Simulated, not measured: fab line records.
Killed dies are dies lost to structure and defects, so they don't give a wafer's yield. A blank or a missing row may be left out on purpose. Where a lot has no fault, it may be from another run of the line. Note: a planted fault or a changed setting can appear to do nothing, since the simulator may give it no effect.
The tool behind it: which one? / flow n5Finfet / 24 lots with 72 wafers sampled at 4 steps, on a route of 1938 steps

## WHAT THE GAUGES READ, wafer by wafer
N5_BEOL_M14_THK_MEAS_01. Usual: M14_ILD_THK gives 1122 nm (standard deviation 15).
lot=L074; measured=day 11 19:50; on=filmMetro-02; M14_ILD_THK (nm)=1104 1099 1095; flag=
lot=L075; measured=day 12 00:20; on=filmMetro-02; M14_ILD_THK (nm)=1114 1119 1136; flag=
lot=L076; measured=day 12 08:52; on=filmMetro-01; M14_ILD_THK (nm)=1126 1141 1150; flag=
lot=L079; measured=day 12 13:42; on=filmMetro-02; M14_ILD_THK (nm)=1100 1095 1123; flag=
lot=L077; measured=day 13 07:26; on=filmMetro-01; M14_ILD_THK (nm)=1133 1142 1139; flag=
lot=L078; measured=day 13 10:41; on=filmMetro-01; M14_ILD_THK (nm)=1128 1129 1133; flag=
lot=L080; measured=day 13 21:53; on=filmMetro-02; M14_ILD_THK (nm)=1120 1112 1142; flag=
lot=L082; measured=day 14 05:25; on=filmMetro-02; M14_ILD_THK (nm)=1112 1112 1122; flag=
lot=L081; measured=day 14 12:37; on=filmMetro-01; M14_ILD_THK (nm)=1140 1116 1126; flag=
lot=L084; measured=day 14 16:14; on=filmMetro-01; M14_ILD_THK (nm)=1104 1112 1126; flag=
lot=L086; measured=day 14 21:43; on=filmMetro-01; M14_ILD_THK (nm)=1118 1132 1130; flag=
lot=L085; measured=day 15 10:52; on=filmMetro-01; M14_ILD_THK (nm)=1098 1119 1126; flag=
lot=L083; measured=day 15 11:24; on=filmMetro-01; M14_ILD_THK (nm)=1125 1112 1139; flag=
lot=L088; measured=day 15 18:44; on=filmMetro-02; M14_ILD_THK (nm)=1114 1133 1144; flag=
lot=L089; measured=day 16 02:37; on=filmMetro-01; M14_ILD_THK (nm)=1084 1106 1124; flag=
lot=L087; measured=day 16 02:54; on=filmMetro-02; M14_ILD_THK (nm)=1118 1133 1140; flag=
lot=L090; measured=day 16 03:15; on=filmMetro-02; M14_ILD_THK (nm)=1108 1112 1141; flag=
lot=L091; measured=day 16 20:28; on=filmMetro-01; M14_ILD_THK (nm)=1104 1128 1121; flag=
lot=L093; measured=day 17 06:58; on=filmMetro-01; M14_ILD_THK (nm)=1115 1127 1149; flag=
lot=L094; measured=day 17 07:51; on=filmMetro-01; M14_ILD_THK (nm)=1112 1127 1123; flag=
lot=L092; measured=day 17 08:40; on=filmMetro-01; M14_ILD_THK (nm)=1112 1112 1132; flag=
lot=L095; measured=day 17 11:38; on=filmMetro-01; M14_ILD_THK (nm)=1101 1124 1113; flag=
lot=L096; measured=day 18 04:28; on=filmMetro-02; M14_ILD_THK (nm)=1104 1107 1103; flag=
lot=L097; measured=day 18 14:56; on=filmMetro-01; M14_ILD_THK (nm)=1122 1145 1143; flag=

N5_MIM_BOT_LITHO_CD_MEAS_08: target cd 3000 nm. Usual: cdNm reads 3000.0 nm (standard deviation 1.4).
lot=L074; measured=day 12 12:48; on=cdSem-02; cdNm (nm)=2997.6 2998.9 2997.9; flag=
lot=L075; measured=day 12 15:35; on=cdSem-02; cdNm (nm)=3000.6 2997.9 3000.5; flag=
lot=L076; measured=day 13 05:55; on=cdSem-01; cdNm (nm)=2999.8 3000.2 2999.8; flag=
lot=L079; measured=day 13 10:54; on=cdSem-01; cdNm (nm)=3000.1 3001.3 2999.5; flag=
lot=L077; measured=day 14 03:54; on=cdSem-03; cdNm (nm)=2999.1 3000.4 2999.4; flag=
lot=L078; measured=day 14 04:19; on=cdSem-03; cdNm (nm)=2999.1 2998.0 2999.1; flag=
lot=L080; measured=day 14 13:07; on=cdSem-01; cdNm (nm)=2999.7 3000.2 2998.6; flag=
lot=L082; measured=day 15 00:55; on=cdSem-03; cdNm (nm)=3002.8 3002.9 3003.4; flag=
lot=L081; measured=day 15 05:50; on=cdSem-03; cdNm (nm)=3002.1 3002.2 2999.8; flag=
lot=L084; measured=day 15 16:40; on=cdSem-01; cdNm (nm)=3000.1 2999.5 3000.9; flag=
lot=L086; measured=day 15 16:55; on=cdSem-01; cdNm (nm)=2999.1 2998.6 2998.2; flag=
lot=L085; measured=day 16 04:43; on=cdSem-01; cdNm (nm)=2999.4 2998.4 2998.4; flag=
lot=L083; measured=day 16 04:45; on=cdSem-03; cdNm (nm)=3000.6 2999.9 3000.3; flag=
lot=L088; measured=day 16 14:11; on=cdSem-03; cdNm (nm)=3000.3 2999.5 2999.9; flag=
lot=L089; measured=day 16 20:36; on=cdSem-01; cdNm (nm)=2999.5 3001.1 3000.8; flag=
lot=L087; measured=day 16 21:12; on=cdSem-01; cdNm (nm)=2999.0 2999.8 2999.7; flag=
lot=L090; measured=day 17 01:20; on=cdSem-03; cdNm (nm)=3002.1 3002.1 3000.3; flag=
lot=L091; measured=day 17 14:56; on=cdSem-02; cdNm (nm)=3002.8 3001.1 3001.5; flag=
lot=L093; measured=day 17 21:38; on=cdSem-02; cdNm (nm)=3001.5 3000.1 3001.7; flag=
lot=L094; measured=day 18 01:05; on=cdSem-02; cdNm (nm)=2999.7 3000.7 3000.9; flag=
lot=L092; measured=day 18 02:47; on=cdSem-01; cdNm (nm)=3000.5 2998.5 2998.0; flag=
lot=L095; measured=day 18 02:56; on=cdSem-02; cdNm (nm)=3000.2 2999.7 3000.1; flag=
lot=L096; measured=day 18 22:41; on=cdSem-03; cdNm (nm)=2999.2 2998.8 2999.2; flag=
lot=L097; measured=day 19 05:55; on=cdSem-03; cdNm (nm)=2998.8 2997.2 2998.6; flag=

## TOOL THAT RAN EACH LOT (tool first, then ch and the chambers of the sampled wafers, then the start)
lot=L074; N5_BEOL_M13_SPUTTER_44=pvdSputter-03, day 11 18:26; N5_BEOL_M13_DEP_53=pecvd-02 ch 1,2, day 11 19:29
lot=L075; N5_BEOL_M13_SPUTTER_44=pvdSputter-01, day 11 22:59; N5_BEOL_M13_DEP_53=pecvd-02 ch 1,2, day 12 00:01
lot=L076; N5_BEOL_M13_SPUTTER_44=pvdSputter-02, day 12 07:32; N5_BEOL_M13_DEP_53=pecvd-01 ch 0,2, day 12 08:33
lot=L079; N5_BEOL_M13_SPUTTER_44=pvdSputter-01, day 12 12:22; N5_BEOL_M13_DEP_53=pecvd-01 ch 0,1,2, day 12 13:23
lot=L077; N5_BEOL_M13_SPUTTER_44=pvdSputter-01, day 13 05:41; N5_BEOL_M13_DEP_53=pecvd-03 ch 0,1,2, day 13 07:07
lot=L078; N5_BEOL_M13_SPUTTER_44=pvdSputter-02, day 13 09:12; N5_BEOL_M13_DEP_53=pecvd-01 ch 1,2, day 13 10:22
lot=L080; N5_BEOL_M13_SPUTTER_44=pvdSputter-01, day 13 20:33; N5_BEOL_M13_DEP_53=pecvd-01 ch 1,2, day 13 21:34
lot=L082; N5_BEOL_M13_SPUTTER_44=pvdSputter-01, day 14 03:12; N5_BEOL_M13_DEP_53=pecvd-01 ch 1,2, day 14 05:05
lot=L081; N5_BEOL_M13_SPUTTER_44=pvdSputter-03, day 14 08:56; N5_BEOL_M13_DEP_53=pecvd-03 ch 0,1, day 14 12:17
lot=L084; N5_BEOL_M13_SPUTTER_44=pvdSputter-01, day 14 14:13; N5_BEOL_M13_DEP_53=pecvd-02 ch 0,2, day 14 15:55
lot=L086; N5_BEOL_M13_SPUTTER_44=pvdSputter-02, day 14 18:28; N5_BEOL_M13_DEP_53=pecvd-01 ch 1,2, day 14 21:19
lot=L085; N5_BEOL_M13_SPUTTER_44=pvdSputter-01, day 15 09:24; N5_BEOL_M13_DEP_53=pecvd-01 ch 0,1, day 15 10:33
lot=L083; N5_BEOL_M13_SPUTTER_44=pvdSputter-02, day 15 09:59; N5_BEOL_M13_DEP_53=pecvd-03 ch 1,2, day 15 11:05
lot=L088; N5_BEOL_M13_SPUTTER_44=pvdSputter-02, day 15 15:58; N5_BEOL_M13_DEP_53=pecvd-03 ch 0,1,2, day 15 18:25
lot=L089; N5_BEOL_M13_SPUTTER_44=pvdSputter-03, day 15 23:56; N5_BEOL_M13_DEP_53=pecvd-02 ch 0,1, day 16 02:18
lot=L087; N5_BEOL_M13_SPUTTER_44=pvdSputter-02, day 16 00:01; N5_BEOL_M13_DEP_53=pecvd-01 ch 0,1,2, day 16 02:35
lot=L090; N5_BEOL_M13_SPUTTER_44=pvdSputter-03, day 16 00:17; N5_BEOL_M13_DEP_53=pecvd-02 ch 1,2, day 16 02:56
lot=L091; N5_BEOL_M13_SPUTTER_44=pvdSputter-03, day 16 18:38; N5_BEOL_M13_DEP_53=pecvd-02 ch 1,2, day 16 20:08
lot=L093; N5_BEOL_M13_SPUTTER_44=pvdSputter-01, day 17 05:19; N5_BEOL_M13_DEP_53=pecvd-01 ch 0,2, day 17 06:38
lot=L094; N5_BEOL_M13_SPUTTER_44=pvdSputter-01, day 17 06:17; N5_BEOL_M13_DEP_53=pecvd-02 ch 0,1, day 17 07:32
lot=L092; N5_BEOL_M13_SPUTTER_44=pvdSputter-01, day 17 07:04; N5_BEOL_M13_DEP_53=pecvd-02 ch 0,1, day 17 08:20
lot=L095; N5_BEOL_M13_SPUTTER_44=pvdSputter-02, day 17 09:10; N5_BEOL_M13_DEP_53=pecvd-02 ch 0,1,2, day 17 11:18
lot=L096; N5_BEOL_M13_SPUTTER_44=pvdSputter-03, day 18 01:57; N5_BEOL_M13_DEP_53=pecvd-01 ch 0,2, day 18 04:08
lot=L097; N5_BEOL_M13_SPUTTER_44=pvdSputter-02, day 18 13:35; N5_BEOL_M13_DEP_53=pecvd-02 ch 0,1,2, day 18 14:37
- N5_BEOL_M13_SPUTTER_44: material Ta, target thk 10 nm, time 16.13 s.
- N5_BEOL_M13_DEP_53: deposits SiCN from 3MS/NH3, target thk 50 nm, time 17.8 s.

## AS READ BY THE TOOLS THEMSELVES (means over the sampled wafers that have a number; for cases with no such wafer, the mark the record gives instead)
N5_BEOL_M13_SPUTTER_44. Usual: throttleValvePct reads 29.9 % (standard deviation 1.2).
lot=L074; tool=pvdSputter-03; throttleValvePct (%)=30.6; flag=
lot=L075; tool=pvdSputter-01; throttleValvePct (%)=28.2; flag=
lot=L076; tool=pvdSputter-02; throttleValvePct (%)=29.8; flag=
lot=L079; tool=pvdSputter-01; throttleValvePct (%)=29.1; flag=
lot=L077; tool=pvdSputter-01; throttleValvePct (%)=29.8; flag=
lot=L078; tool=pvdSputter-02; throttleValvePct (%)=30.7; flag=
lot=L080; tool=pvdSputter-01; throttleValvePct (%)=29.6; flag=
lot=L082; tool=pvdSputter-01; throttleValvePct (%)=28.5; flag=
lot=L081; tool=pvdSputter-03; throttleValvePct (%)=30.4; flag=
lot=L084; tool=pvdSputter-01; throttleValvePct (%)=30.0; flag=
lot=L086; tool=pvdSputter-02; throttleValvePct (%)=30.7; flag=
lot=L085; tool=pvdSputter-01; throttleValvePct (%)=28.3; flag=
lot=L083; tool=pvdSputter-02; throttleValvePct (%)=30.8; flag=
lot=L088; tool=pvdSputter-02; throttleValvePct (%)=30.6; flag=
lot=L089; tool=pvdSputter-03; throttleValvePct (%)=30.5; flag=
lot=L087; tool=pvdSputter-02; throttleValvePct (%)=29.9; flag=
lot=L090; tool=pvdSputter-03; throttleValvePct (%)=30.2; flag=
lot=L091; tool=pvdSputter-03; throttleValvePct (%)=30.4; flag=
lot=L093; tool=pvdSputter-01; throttleValvePct (%)=28.7; flag=
lot=L094; tool=pvdSputter-01; throttleValvePct (%)=28.9; flag=
lot=L092; tool=pvdSputter-01; throttleValvePct (%)=28.6; flag=
lot=L095; tool=pvdSputter-02; throttleValvePct (%)=29.8; flag=
lot=L096; tool=pvdSputter-03; throttleValvePct (%)=30.4; flag=
lot=L097; tool=pvdSputter-02; throttleValvePct (%)=30.8; flag=

N5_BEOL_M13_DEP_53. Usual: showerheadPlenumPTorr 4.162 Torr, standard deviation 0.016; throttleValvePct 18.5 %, standard deviation 1.5.
lot=L074; tool=pecvd-02; showerheadPlenumPTorr (Torr)=4.176; throttleValvePct (%)=17.8; flag=
lot=L075; tool=pecvd-02; showerheadPlenumPTorr (Torr)=4.184; throttleValvePct (%)=17.7; flag=
lot=L076; tool=pecvd-01; showerheadPlenumPTorr (Torr)=4.155; throttleValvePct (%)=17.9; flag=
lot=L079; tool=pecvd-01; showerheadPlenumPTorr (Torr)=4.160; throttleValvePct (%)=18.8; flag=
lot=L077; tool=pecvd-03; showerheadPlenumPTorr (Torr)=4.174; throttleValvePct (%)=18.4; flag=
lot=L078; tool=pecvd-01; showerheadPlenumPTorr (Torr)=4.162; throttleValvePct (%)=19.5; flag=
lot=L080; tool=pecvd-01; showerheadPlenumPTorr (Torr)=4.160; throttleValvePct (%)=19.6; flag=
lot=L082; tool=pecvd-01; showerheadPlenumPTorr (Torr)=4.160; throttleValvePct (%)=19.4; flag=
lot=L081; tool=pecvd-03; showerheadPlenumPTorr (Torr)=4.173; throttleValvePct (%)=19.4; flag=
lot=L084; tool=pecvd-02; showerheadPlenumPTorr (Torr)=4.173; throttleValvePct (%)=16.9; flag=
lot=L086; tool=pecvd-01; showerheadPlenumPTorr (Torr)=4.156; throttleValvePct (%)=19.4; flag=
lot=L085; tool=pecvd-01; showerheadPlenumPTorr (Torr)=4.164; throttleValvePct (%)=17.9; flag=
lot=L083; tool=pecvd-03; showerheadPlenumPTorr (Torr)=4.169; throttleValvePct (%)=19.7; flag=
lot=L088; tool=pecvd-03; showerheadPlenumPTorr (Torr)=4.167; throttleValvePct (%)=18.3; flag=
lot=L089; tool=pecvd-02; showerheadPlenumPTorr (Torr)=4.136; throttleValvePct (%)=18.9; flag=
lot=L087; tool=pecvd-01; showerheadPlenumPTorr (Torr)=4.159; throttleValvePct (%)=18.8; flag=
lot=L090; tool=pecvd-02; showerheadPlenumPTorr (Torr)=4.175; throttleValvePct (%)=17.8; flag=
lot=L091; tool=pecvd-02; showerheadPlenumPTorr (Torr)=4.168; throttleValvePct (%)=19.0; flag=
lot=L093; tool=pecvd-01; showerheadPlenumPTorr (Torr)=4.155; throttleValvePct (%)=17.9; flag=
lot=L094; tool=pecvd-02; showerheadPlenumPTorr (Torr)=4.144; throttleValvePct (%)=19.0; flag=
lot=L092; tool=pecvd-02; showerheadPlenumPTorr (Torr)=4.143; throttleValvePct (%)=19.1; flag=
lot=L095; tool=pecvd-02; showerheadPlenumPTorr (Torr)=4.156; throttleValvePct (%)=18.4; flag=
lot=L096; tool=pecvd-01; showerheadPlenumPTorr (Torr)=4.156; throttleValvePct (%)=19.0; flag=
lot=L097; tool=pecvd-02; showerheadPlenumPTorr (Torr)=4.161; throttleValvePct (%)=18.5; flag=

## THE ANSWER, worked out from the rows above alone
Rule: a lot is off if the mean of its wafers that have a number lies more than 3 standard deviations from the usual mean. Also off: a lot with no number at a reading for which 4 or more lots have one. The other lots that the step has rows for count as sound. The gauges are gone through in route order, then the tools' own readings, and for those a lot's mean is taken as printed above. At the first step where some lot is off, the reading lying furthest off is the one used; lots without a number count as furthest.
None of the lots is off at any reading shown; this tells nothing.

## WHAT THE SIMULATOR HAD PUT IN
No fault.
